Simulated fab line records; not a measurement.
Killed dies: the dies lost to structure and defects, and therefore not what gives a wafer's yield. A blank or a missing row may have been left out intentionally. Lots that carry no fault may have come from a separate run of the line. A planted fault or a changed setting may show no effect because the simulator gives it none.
Matching of chambers | flow n5Finfet | N5_DUMMY_REMOVAL_HM_STRIP_01 on rieDiel-05: 4 sister chambers
The step strips SiNx in CH3F/O2, stops on poly-Si, target depth 4 nm, time 6.8 s. 4 wafers are shown with their chamber, then 7 later ones without.

== WAFERS PAIRED WITH THEIR CHAMBERS ==
wafer  | chamber | showerheadPlenumPTorr (Torr)
L076.5 | 1       | 1.92
L084.3 | 2       | 2.01
L089.1 | 3       | 1.89
L089.2 | 0       | 1.94

== WAFERS WITH NO CHAMBER GIVEN ==
wafer  | showerheadPlenumPTorr (Torr)
L089.3 | 2.00
L096.1 | 1.91
L096.4 | 2.00
L096.5 | 1.94
L097.3 | 1.91
L097.4 | 1.94
L097.5 | 1.88

== EACH ONE'S CHAMBER ==
wafer  | from the rows above     | in truth
L089.3 | 2                       | 2
L096.1 | can't be placed: 1 or 3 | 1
L096.4 | 2                       | 2
L096.5 | 0                       | 0
L097.3 | can't be placed: 1 or 3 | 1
L097.4 | 0                       | 0
L097.5 | 3                       | 3
Correct placement for 5 of the 7. Cannot be placed on the basis of these rows: 2; the candidates contain the true chamber in 2. Wrongly placed: 0.
How it was worked out, from the rows above alone: a wafer's distance from a chamber is the root of the sum, over the readings, of the square of ((its reading less the chamber's mean) divided by the reading's scatter). If the next closest chamber is less than 2 further off than the closest, the wafer can't be placed; otherwise it belongs to the closest. The mean given for a chamber averages the wafers shown for that chamber. The scatter (one wafer shown for each chamber): square how far every hidden wafer sits from the nearest shown wafer, average those squares and take the square root.
